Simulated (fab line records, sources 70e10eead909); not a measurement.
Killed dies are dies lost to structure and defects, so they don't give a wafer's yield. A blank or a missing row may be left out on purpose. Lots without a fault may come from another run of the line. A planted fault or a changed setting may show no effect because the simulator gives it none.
Problem report in the 8D (eight disciplines) form, filled by code | flow nand_harc | the parts of the form that need people (team, actions taken, sign-off) are left out

1. THE PROBLEM
oes_product_au at NHARC_A_CHANNEL_FILL_D2_ETCHBACK_19 reads a mean of 0.915 a.u. on 4 wafers of 3 lots; wafers without a fault read 1.002 a.u. with a standard deviation of 0.0082. That is -11 standard deviations from the usual mean.
The step: etches the open film in HBr/Cl2, target depth 5 nm, time 1.7 s.
First seen on wafer L557.1, day 19 05:22, on rie_si-02. The record holds 34 wafers of 12 lots with a number at this step. Rule for "out", or "out of limits": more than 4 standard deviations from the usual mean. The other wafers with a number count as sound.

2. WHAT IT IS AND WHAT IT IS NOT
question                    | is                             | is not
which readings at this step | oes_product_au                 | drypump_motor_current_A, mfc_cl2_sccm, throttle_valve_pct
which lots                  | L557, L561, L563               | L547, L548, L550, L551, L556, L560, L568, L569, L570
which wafers of those lots  | L557.1, L557.5, L561.1, L563.1 | L557.2, L561.3, L563.4
read on which tools         | rie_si-02                      | rie_si-03
when                        | from day 19 05:22              | up to then (16 sound wafers); but 14 sound wafers of L560, L561, L563, L568, L569, L570 came after

3. SUSPECTS, AND WHAT RULES EACH OUT
Counting: a tool at a process step up to the reading stays a suspect if it ran every lot that is out. Sound lots after the first of them don't rule it out here, since some wafers of a struck lot are sound.
- har_etch-02 at NHARC_A_CHANNEL_HOLE_D2_ETCH_26 (etches the open film in C4F8/O2/Ar, time 224.1 s, target depth 300 nm): kept. It ran every lot that is out, first L557 (day 18 02:57); its last sound lot up to then is L550 (day 14 12:17).
- har_etch-02 at NHARC_A_CHANNEL_HOLE_D2_ETCH_27 (etches the open film in C4F8/O2/Ar, time 90 s, target depth 400 nm): kept. It ran every lot that is out, first L557 (day 18 03:09); its last sound lot up to then is L550 (day 14 12:29).
- rie_si-02 at NHARC_A_CHANNEL_FILL_D2_ETCHBACK_19 (etches the open film in HBr/Cl2, target depth 5 nm, time 1.7 s): kept. It ran every lot that is out, first L557 (day 19 05:22); its last sound lot up to then is L556 (day 18 09:00). Its own readings are out on those wafers: oes_product_au.
- Within rie_si-02 at NHARC_A_CHANNEL_FILL_D2_ETCHBACK_19: the wafers that are out ran in chambers 0, 3; their sound lot-mates ran in chambers 1, 2.
Left after counting: har_etch-02 at NHARC_A_CHANNEL_HOLE_D2_ETCH_26, har_etch-02 at NHARC_A_CHANNEL_HOLE_D2_ETCH_27, rie_si-02 at NHARC_A_CHANNEL_FILL_D2_ETCHBACK_19.

4. THE CAUSE (what the simulator had put in)
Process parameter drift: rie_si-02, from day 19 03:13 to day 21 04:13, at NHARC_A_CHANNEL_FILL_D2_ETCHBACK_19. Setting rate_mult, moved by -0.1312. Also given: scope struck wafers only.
Counting left 3 suspects, and this tool is among them.

5. THE CHAIN OF EFFECTS, in route order
Each row: a reading whose mean over the struck wafers that have a number lies more than 3 standard deviations from the usual. Only readings for which the record gives a usual standard deviation are gone through. hours: the time from each lot's start at the first step in this table that gives one to its start at this step, as a median over the lots. sigmas: the change in usual standard deviations.
hours | step                                | reading        | usual      | on struck wafers | change | sigmas
0     | NHARC_A_CHANNEL_FILL_D2_ETCHBACK_19 | oes_product_au | 1.002 a.u. | 0.915            | -0.087 | -11
The process steps in it:
- NHARC_A_CHANNEL_FILL_D2_ETCHBACK_19: etches the open film in HBr/Cl2, target depth 5 nm, time 1.7 s.

6. WHAT WOULD HAVE CAUGHT IT SOONER
In this record the first reading out of limits was taken at day 19 05:22, 2 hours after the fault began at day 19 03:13.
